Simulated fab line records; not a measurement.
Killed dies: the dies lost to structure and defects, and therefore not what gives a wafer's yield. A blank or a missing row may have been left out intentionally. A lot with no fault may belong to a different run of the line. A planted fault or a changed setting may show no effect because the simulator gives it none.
Which tool is to blame? / flow nandHarc / 12 lots with 36 wafers sampled at 5 steps, on a route of 1159 steps

## WHAT THE GAUGES SHOWED, per wafer
NHARC_A_ONON_D1_THK_MEAS_14: measures by ellipsometry. Usual: 1001 nm for thkNm, sd 11.
lot=L589; measured=day 7 19:10; on=filmMetro-02; thkNm (nm)=995 992 992; flag=
lot=L590; measured=day 7 19:10; on=filmMetro-01; thkNm (nm)=1002 1000 1003; flag=
lot=L592; measured=day 8 07:42; on=filmMetro-02; thkNm (nm)=988 990 989; flag=
lot=L591; measured=day 8 15:01; on=filmMetro-02; thkNm (nm)=1022 1021 1021; flag=
lot=L594; measured=day 8 19:29; on=filmMetro-02; thkNm (nm)=978 982 980; flag=
lot=L596; measured=day 9 11:00; on=filmMetro-02; thkNm (nm)=998 997 996; flag=
lot=L605; measured=day 11 15:59; on=filmMetro-01; thkNm (nm)=1016 1013 1014; flag=
lot=L604; measured=day 11 16:01; on=filmMetro-02; thkNm (nm)=1002 999 1002; flag=
lot=L608; measured=day 12 01:08; on=filmMetro-01; thkNm (nm)=1010 1009 1008; flag=
lot=L610; measured=day 12 17:52; on=filmMetro-01; thkNm (nm)=992 993 991; flag=
lot=L609; measured=day 12 17:52; on=filmMetro-02; thkNm (nm)=998 997 1000; flag=
lot=L612; measured=day 13 09:56; on=filmMetro-01; thkNm (nm)=1004 1003 1003; flag=

NHARC_A_CHANNEL_HOLE_D1_INSPECT_12. Usual: 5.2 for rawDefectCount, sd 2.5.
lot=L589; measured=day 8 13:24; on=defectInspect-01; rawDefectCount=3 8 3; flag=
lot=L590; measured=day 8 12:20; on=defectInspect-01; rawDefectCount=1 3 2; flag=
lot=L592; measured=day 8 21:18; on=defectInspect-02; rawDefectCount=1 8 4; flag=
lot=L591; measured=day 9 03:58; on=defectInspect-01; rawDefectCount=5 7 7; flag=
lot=L594; measured=day 9 08:09; on=defectInspect-02; rawDefectCount=5 3 5; flag=
lot=L596; measured=day 9 23:37; on=defectInspect-02; rawDefectCount=3 5 4; flag=
lot=L605; measured=day 12 08:26; on=defectInspect-02; rawDefectCount=8 6 7; flag=
lot=L604; measured=day 12 08:17; on=defectInspect-02; rawDefectCount=4 3 7; flag=
lot=L608; measured=day 12 17:27; on=defectInspect-02; rawDefectCount=7 9 3; flag=
lot=L610; measured=day 13 07:10; on=defectInspect-02; rawDefectCount=5 4 4; flag=
lot=L609; measured=day 13 06:47; on=defectInspect-02; rawDefectCount=8 7 2; flag=
lot=L612; measured=day 14 01:02; on=defectInspect-01; rawDefectCount=0 8 9; flag=

NHARC_END_SORT_01. Usual: killedAtArray 26, standard deviation 11; killedAtOther 0.6, standard deviation 1; killedAtPeriphery 3.1, standard deviation 2.1; killedDies 30, standard deviation 11; killedOpen 3.4, standard deviation 1.8; killedShort 2.1, standard deviation 1.5.
lot=L594; measured=day 20 10:45; on=prober-02; killedAtArray=673 667 672; killedAtOther=0 2 0; killedAtPeriphery=4 8 5; killedDies=677 677 677; killedOpen=3 6 2; killedShort=3 1 2; flag=OFF
lot=L596; measured=day 21 22:19; on=prober-01; killedAtArray=674 673 674; killedAtOther=0 1 2; killedAtPeriphery=3 3 1; killedDies=677 677 677; killedOpen=1 3 3; killedShort=4 1 1; flag=OFF

## WHICH TOOL RAN EACH LOT (tool, then ch and the chambers of the sampled wafers, then the start)
lot=L589; NHARC_A_CHANNEL_HOLE_D1_ETCH_16=rieDiel-08 ch 0,1,3, day 8 13:59; NHARC_A_CHANNEL_HOLE_D1_STRIP_27=rieDiel-01 ch 0,1,2, no start
lot=L590; NHARC_A_CHANNEL_HOLE_D1_ETCH_16=rieDiel-08 ch 0,2,3, day 8 12:59; NHARC_A_CHANNEL_HOLE_D1_STRIP_27=rieDiel-10 ch 1,2, no start
lot=L592; NHARC_A_CHANNEL_HOLE_D1_ETCH_16=rieDiel-10 ch 0,1, day 8 21:56; NHARC_A_CHANNEL_HOLE_D1_STRIP_27=rieDiel-08 ch 1,2,3, no start
lot=L591; NHARC_A_CHANNEL_HOLE_D1_ETCH_16=rieDiel-10 ch 0,1,2, day 9 04:40; NHARC_A_CHANNEL_HOLE_D1_STRIP_27=rieDiel-01 ch 0,1,2, no start
lot=L594; NHARC_A_CHANNEL_HOLE_D1_ETCH_16=rieDiel-10 ch 2,3, day 9 08:47; NHARC_A_CHANNEL_HOLE_D1_STRIP_27=rieDiel-08 ch 2,3, day 20 10:45 or earlier
lot=L596; NHARC_A_CHANNEL_HOLE_D1_ETCH_16=rieDiel-08 ch 1,2, day 10 00:22; NHARC_A_CHANNEL_HOLE_D1_STRIP_27=rieDiel-01 ch 0,1, day 21 22:19 or earlier
lot=L605; NHARC_A_CHANNEL_HOLE_D1_ETCH_16=rieDiel-01 ch 0,2, day 12 09:01; NHARC_A_CHANNEL_HOLE_D1_STRIP_27=rieDiel-10 ch 0,2, no start
lot=L604; NHARC_A_CHANNEL_HOLE_D1_ETCH_16=rieDiel-10 ch 0,1,2, day 12 08:52; NHARC_A_CHANNEL_HOLE_D1_STRIP_27=rieDiel-08 ch 2,3, no start
lot=L608; NHARC_A_CHANNEL_HOLE_D1_ETCH_16=rieDiel-08 ch 1,2, day 12 18:07; NHARC_A_CHANNEL_HOLE_D1_STRIP_27=rieDiel-08 ch 0,1, no start
lot=L610; NHARC_A_CHANNEL_HOLE_D1_ETCH_16=rieDiel-01 ch 0,1,2, day 13 07:49; NHARC_A_CHANNEL_HOLE_D1_STRIP_27=rieDiel-08 ch 1,2,3, no start
lot=L609; NHARC_A_CHANNEL_HOLE_D1_ETCH_16=rieDiel-08 ch 1,2,3, day 13 07:22; NHARC_A_CHANNEL_HOLE_D1_STRIP_27=rieDiel-01 ch 0,2,3, no start
lot=L612; NHARC_A_CHANNEL_HOLE_D1_ETCH_16=rieDiel-01 ch 0,2,3, day 14 01:44; NHARC_A_CHANNEL_HOLE_D1_STRIP_27=rieDiel-10 ch 0,2,3, no start
- NHARC_A_CHANNEL_HOLE_D1_ETCH_16: etches the open film in O2/COS, target depth 3100 nm, time 806 s.
- NHARC_A_CHANNEL_HOLE_D1_STRIP_27: strips in O2.

## WHAT THE TOOLS THEMSELVES READ (means of the sampled wafers that have a number; where no wafer has one, the mark that the record gives instead)
NHARC_A_CHANNEL_HOLE_D1_ETCH_16. Usual: biasW 299.9 W, standard deviation 0.93; chamberPressureMTorr 19.999 mTorr, standard deviation 0.018; drypumpMotorCurrentA 5.8 A, standard deviation 0.48; oesProductAu 1.002 a.u., standard deviation 0.013; rfVppV 313.9 V, standard deviation 1.9; showerheadPlenumPTorr 3.11 Torr, standard deviation 0.11; throttleValvePct 28.331 %, standard deviation 0.0084.
lot=L589; tool=rieDiel-08; biasW (W)=300.3; chamberPressureMTorr (mTorr)=20.004; drypumpMotorCurrentA (A)=5.9; oesProductAu (a.u.)=0.999; rfVppV (V)=314.3; showerheadPlenumPTorr (Torr)=3.15; throttleValvePct (%)=28.334; flag=
lot=L590; tool=rieDiel-08; biasW (W)=300.6; chamberPressureMTorr (mTorr)=20.003; drypumpMotorCurrentA (A)=6.1; oesProductAu (a.u.)=0.993; rfVppV (V)=315.1; showerheadPlenumPTorr (Torr)=3.13; throttleValvePct (%)=28.335; flag=
lot=L592; tool=rieDiel-10; biasW (W)=299.5; chamberPressureMTorr (mTorr)=20.003; drypumpMotorCurrentA (A)=5.2; oesProductAu (a.u.)=1.000; rfVppV (V)=315.5; showerheadPlenumPTorr (Torr)=3.25; throttleValvePct (%)=28.333; flag=
lot=L591; tool=rieDiel-10; biasW (W)=300.4; chamberPressureMTorr (mTorr)=19.999; drypumpMotorCurrentA (A)=5.5; oesProductAu (a.u.)=1.006; rfVppV (V)=315.0; showerheadPlenumPTorr (Torr)=3.19; throttleValvePct (%)=28.329; flag=
lot=L594; tool=rieDiel-10; biasW (W)=-; chamberPressureMTorr (mTorr)=-; drypumpMotorCurrentA (A)=-; oesProductAu (a.u.)=-; rfVppV (V)=-; showerheadPlenumPTorr (Torr)=-; throttleValvePct (%)=-; flag=OFF
lot=L596; tool=rieDiel-08; biasW (W)=-; chamberPressureMTorr (mTorr)=-; drypumpMotorCurrentA (A)=-; oesProductAu (a.u.)=-; rfVppV (V)=-; showerheadPlenumPTorr (Torr)=-; throttleValvePct (%)=-; flag=OFF
lot=L605; tool=rieDiel-01; biasW (W)=300.0; chamberPressureMTorr (mTorr)=20.010; drypumpMotorCurrentA (A)=6.1; oesProductAu (a.u.)=0.997; rfVppV (V)=314.5; showerheadPlenumPTorr (Torr)=3.15; throttleValvePct (%)=28.324; flag=
lot=L604; tool=rieDiel-10; biasW (W)=300.1; chamberPressureMTorr (mTorr)=20.001; drypumpMotorCurrentA (A)=5.5; oesProductAu (a.u.)=1.007; rfVppV (V)=314.8; showerheadPlenumPTorr (Torr)=3.18; throttleValvePct (%)=28.325; flag=
lot=L608; tool=rieDiel-08; biasW (W)=300.1; chamberPressureMTorr (mTorr)=20.006; drypumpMotorCurrentA (A)=5.9; oesProductAu (a.u.)=1.007; rfVppV (V)=312.1; showerheadPlenumPTorr (Torr)=2.96; throttleValvePct (%)=28.329; flag=
lot=L610; tool=rieDiel-01; biasW (W)=299.5; chamberPressureMTorr (mTorr)=20.002; drypumpMotorCurrentA (A)=5.8; oesProductAu (a.u.)=0.996; rfVppV (V)=314.0; showerheadPlenumPTorr (Torr)=3.10; throttleValvePct (%)=28.327; flag=
lot=L609; tool=rieDiel-08; biasW (W)=300.5; chamberPressureMTorr (mTorr)=20.004; drypumpMotorCurrentA (A)=6.0; oesProductAu (a.u.)=1.001; rfVppV (V)=312.6; showerheadPlenumPTorr (Torr)=3.03; throttleValvePct (%)=28.332; flag=
lot=L612; tool=rieDiel-01; biasW (W)=300.3; chamberPressureMTorr (mTorr)=19.996; drypumpMotorCurrentA (A)=5.8; oesProductAu (a.u.)=1.008; rfVppV (V)=314.2; showerheadPlenumPTorr (Torr)=3.11; throttleValvePct (%)=28.323; flag=

NHARC_A_CHANNEL_HOLE_D1_STRIP_27. Usual: drypumpMotorCurrentA 5.8 A, standard deviation 0.47; oesProductAu 1.003 a.u., standard deviation 0.012; rfVppV 57.7 V, standard deviation 0.92; showerheadPlenumPTorr 3.53 Torr, standard deviation 0.12; throttleValvePct 17.036 %, standard deviation 0.0082.
lot=L589; tool=rieDiel-01; drypumpMotorCurrentA (A)=5.8; oesProductAu (a.u.)=0.997; rfVppV (V)=58.2; showerheadPlenumPTorr (Torr)=3.51; throttleValvePct (%)=17.029; flag=
lot=L590; tool=rieDiel-10; drypumpMotorCurrentA (A)=5.4; oesProductAu (a.u.)=1.008; rfVppV (V)=58.0; showerheadPlenumPTorr (Torr)=3.69; throttleValvePct (%)=17.033; flag=
lot=L592; tool=rieDiel-08; drypumpMotorCurrentA (A)=6.0; oesProductAu (a.u.)=1.006; rfVppV (V)=56.1; showerheadPlenumPTorr (Torr)=3.43; throttleValvePct (%)=17.041; flag=
lot=L591; tool=rieDiel-01; drypumpMotorCurrentA (A)=5.8; oesProductAu (a.u.)=1.005; rfVppV (V)=58.8; showerheadPlenumPTorr (Torr)=3.51; throttleValvePct (%)=17.040; flag=
lot=L594; tool=rieDiel-08; drypumpMotorCurrentA (A)=6.3; oesProductAu (a.u.)=1.008; rfVppV (V)=57.0; showerheadPlenumPTorr (Torr)=3.49; throttleValvePct (%)=17.032; flag=
lot=L596; tool=rieDiel-01; drypumpMotorCurrentA (A)=5.4; oesProductAu (a.u.)=0.998; rfVppV (V)=57.4; showerheadPlenumPTorr (Torr)=3.46; throttleValvePct (%)=17.042; flag=
lot=L605; tool=rieDiel-10; drypumpMotorCurrentA (A)=5.7; oesProductAu (a.u.)=0.991; rfVppV (V)=57.7; showerheadPlenumPTorr (Torr)=3.54; throttleValvePct (%)=17.043; flag=
lot=L604; tool=rieDiel-08; drypumpMotorCurrentA (A)=6.3; oesProductAu (a.u.)=0.996; rfVppV (V)=57.0; showerheadPlenumPTorr (Torr)=3.40; throttleValvePct (%)=17.040; flag=
lot=L608; tool=rieDiel-08; drypumpMotorCurrentA (A)=5.7; oesProductAu (a.u.)=1.020; rfVppV (V)=58.0; showerheadPlenumPTorr (Torr)=3.59; throttleValvePct (%)=17.040; flag=
lot=L610; tool=rieDiel-08; drypumpMotorCurrentA (A)=6.0; oesProductAu (a.u.)=1.006; rfVppV (V)=58.0; showerheadPlenumPTorr (Torr)=3.43; throttleValvePct (%)=17.031; flag=
lot=L609; tool=rieDiel-01; drypumpMotorCurrentA (A)=5.8; oesProductAu (a.u.)=1.002; rfVppV (V)=58.3; showerheadPlenumPTorr (Torr)=3.52; throttleValvePct (%)=17.029; flag=
lot=L612; tool=rieDiel-10; drypumpMotorCurrentA (A)=5.9; oesProductAu (a.u.)=1.009; rfVppV (V)=58.0; showerheadPlenumPTorr (Torr)=3.52; throttleValvePct (%)=17.036; flag=

## THE ANSWER, worked out from the rows above alone
Rule: a lot counts as off when the mean over its wafers that have a number is more than 3 standard deviations away from the usual mean. A lot without any number at a reading at which 4 lots or more have one is off too. Where the step has rows for the other lots, those lots are counted as sound. After the gauges, taken in route order, come the tools' own readings; for these a lot's mean is taken, as printed above. The first step at which some lot is off is used, and at that step the reading that is off furthest; a lot without a number counts as furthest.
Off, at NHARC_END_SORT_01 on killedAtArray: L594, L596. Neither off nor sound, because the step has no rows for them: L589, L590, L592, L591, L605, L604, L608, L610, L609, L612.
If a tool, at a process step before that reading, ran all the lots that are off and no sound lot after the first of them, it fits. The gauges at NHARC_END_SORT_01 aren't tried: what is off there is off at NHARC_A_CHANNEL_HOLE_D1_ETCH_16 too, on other tools, and a gauge's error can't cause that. NHARC_A_CHANNEL_HOLE_D1_STRIP_27 gives no start for some lots, so the hours and the order of its lots are those of NHARC_END_SORT_01. None of those tried fits.

## WHAT THE SIMULATOR HAD INSERTED
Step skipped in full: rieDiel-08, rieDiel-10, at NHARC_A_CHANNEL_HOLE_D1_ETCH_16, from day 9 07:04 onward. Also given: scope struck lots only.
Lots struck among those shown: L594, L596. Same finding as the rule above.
